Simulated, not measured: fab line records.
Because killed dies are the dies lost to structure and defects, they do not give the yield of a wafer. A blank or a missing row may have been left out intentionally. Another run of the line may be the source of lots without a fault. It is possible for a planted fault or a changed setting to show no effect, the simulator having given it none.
Code-filled problem report in 8D (eight disciplines) form + flow n5-finfet + the parts of the form that need people (team, actions taken, sign-off) are left out

== 1. WHAT IS WRONG ==
cd-nm at N5_PASSIVATION_CD_MEAS_30 reads a mean of 3980.2 nm on 2 wafers of 2 lots; wafers without a fault read 3998.8 nm with a standard deviation of 1.8. That puts it -10 standard deviations away from the usual mean.
The step: target cd 4000 nm.
Seen first at day 12 16:09 on cd-sem-01, wafer L467.3. The record holds 29 wafers of 10 lots with a number at this step. Rule for "out", or "out of limits": more than 4 standard deviations from the usual mean. All remaining wafers that have a number are taken as sound.

== 2. WHAT IT IS, WHAT IT ISN'T ==
| question                    | is                | is not                                                                                             |
|-----------------------------|-------------------|----------------------------------------------------------------------------------------------------|
| which readings at this step | cd-nm             | -                                                                                                  |
| which lots                  | L467, L470        | L463, L465, L466, L481, L483, L484, L485, L486                                                     |
| which wafers of those lots  | L467.3, L470.3    | L467.1, L467.6, L470.1                                                                             |
| read on which gauges        | cd-sem-01         | cd-sem-02, cd-sem-03                                                                               |
| when                        | from day 12 16:09 | up to then (11 sound wafers); but 16 sound wafers of L470, L481, L483, L484, L485, L486 came after |

== 3. WHAT RULES OUT EACH SUSPECT ==
Counting: a tool at a process step up to the reading stays a suspect if it ran every lot that is out. Sound lots after the first of them don't rule it out here, since some wafers of a struck lot are sound.
- the gauge at N5_PASSIVATION_CD_MEAS_30: kept. All the wafers that are out were read on cd-sem-01, and no step on other tools shows them out.
- litho-track-01 at N5_PASSIVATION_PEB_28: kept. Ran every lot that is out, first one L467 (day 12 16:02); last sound lot up to then L466 (day 12 15:52).
The count leaves cd-sem-01 at N5_PASSIVATION_CD_MEAS_30 and litho-track-01 at N5_PASSIVATION_PEB_28.

== 4. THE CAUSE (what the simulator had put in) ==
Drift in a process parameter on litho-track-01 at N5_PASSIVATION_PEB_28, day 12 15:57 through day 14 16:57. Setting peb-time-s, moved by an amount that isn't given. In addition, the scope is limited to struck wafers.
After counting, 2 suspects remain, this tool included.

== 5. THE EFFECT CHAIN, in route order ==
One row per reading whose mean, taken over the struck wafers that have a number, lies over 3 standard deviations from the usual. Scope: only readings with a usual standard deviation given in the record; hours: median across lots of the time from each lot's start at the first step in this table that gives one to its start at this step; sigmas: change in usual standard deviations.
| hours | step                      | reading | usual     | on struck wafers | change | sigmas |
|-------|---------------------------|---------|-----------|------------------|--------|--------|
| 0     | N5_PASSIVATION_CD_MEAS_30 | cd-nm   | 3998.8 nm | 3980.2           | -18.6  | -10    |

== 6. WHAT WOULD HAVE CAUGHT IT SOONER ==
The first out-of-limits reading at a measuring or inspecting step in this record came at day 12 16:09, 0 hours after the fault's start at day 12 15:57.
No tool reading at N5_PASSIVATION_PEB_28 that has a usual standard deviation in the record was out on any struck wafer, so an alarm limit of 4 standard deviations on those readings would not have fired.
L470, from the lots that are out (2), started N5_PASSIVATION_PEB_28 on litho-track-01 later than day 12 16:09. A tool hold placed at that time would have kept it from harm.
